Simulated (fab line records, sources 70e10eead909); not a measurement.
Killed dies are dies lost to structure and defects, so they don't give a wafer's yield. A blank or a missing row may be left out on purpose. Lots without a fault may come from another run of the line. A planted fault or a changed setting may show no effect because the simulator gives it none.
Which tool did it? | flow nand_harc | 6 lots, 17 wafers sampled, at 4 steps of a route of 1159

WHAT THE GAUGES READ, wafer by wafer
NHARC_P_STI_OCD_MEAS_43.
lot  | measured    | on     | trench_depth_nm (nm)
L910 | day 2 16:28 | ocd-01 | 308 301 297
L912 | day 3 11:46 | ocd-01 | 297 294 295
L918 | day 4 18:16 | ocd-02 | 300 295 303
L922 | day 5 19:44 | ocd-02 | 302 292
L929 | day 7 08:39 | ocd-02 | 298 303 299
L932 | day 8 05:58 | ocd-01 | 288 299 297

WHICH TOOL RAN EACH LOT (tool, then ch and the chambers of the sampled wafers, then the start)
lot  | NHARC_P_ZERO_WELL_DESCUM_26       | NHARC_P_STI_DESCUM_14             | NHARC_P_STI_ETCH_15
L910 | rie_diel-01 ch 1,2,3, day 1 20:56 | rie_diel-09 ch 0,2,3, day 2 15:26 | rie_si-06 ch 0,1,2, day 2 15:43
L912 | rie_diel-01 ch 1,2, day 2 08:39   | rie_diel-09 ch 0,1, day 3 10:38   | rie_si-01 ch 0,3, day 3 10:56
L918 | rie_diel-02 ch 0,3, day 3 20:46   | rie_diel-10 ch 0,2,3, day 4 17:15 | rie_si-02 ch 0,1,2, day 4 17:34
L922 | rie_diel-03 ch 0,2, day 4 20:40   | rie_diel-12 ch 1,3, day 5 18:43   | rie_si-02 ch 1,3, day 5 18:59
L929 | rie_diel-01 ch 0,1,2, day 6 14:46 | rie_diel-09 ch 1,2, day 7 07:36   | rie_si-01 ch 2,3, day 7 07:55
L932 | rie_diel-01 ch 1,2,3, day 7 08:38 | rie_diel-12 ch 0,2,3, day 8 04:56 | rie_si-02 ch 0,3, day 8 05:13
- NHARC_P_ZERO_WELL_DESCUM_26: chemistry O2, time 3 s.
- NHARC_P_STI_DESCUM_14: chemistry O2, time 3 s.
- NHARC_P_STI_ETCH_15: etches the open film in HBr/Cl2, target depth 300 nm, time 100.1 s.

THE ANSWER, worked out from the rows above alone
Rule: what is usual is taken from the lots themselves. Put in order of their means at a reading, lots are off if they are a third of the lots or fewer, leave a main group of 4 or more, and stand apart from it by a gap of 3 or more times the standard deviation of the main group's means; of several such gaps the widest counts. A main group whose means are all the same, to the digits that the tables above print for the reading, isn't used. A lot without any number at a reading at which 4 lots or more have one is off too. The other lots that the step has rows for count as sound.
No lot is off at any reading shown: from this, nothing can be told.

WHAT THE SIMULATOR HAD PUT IN
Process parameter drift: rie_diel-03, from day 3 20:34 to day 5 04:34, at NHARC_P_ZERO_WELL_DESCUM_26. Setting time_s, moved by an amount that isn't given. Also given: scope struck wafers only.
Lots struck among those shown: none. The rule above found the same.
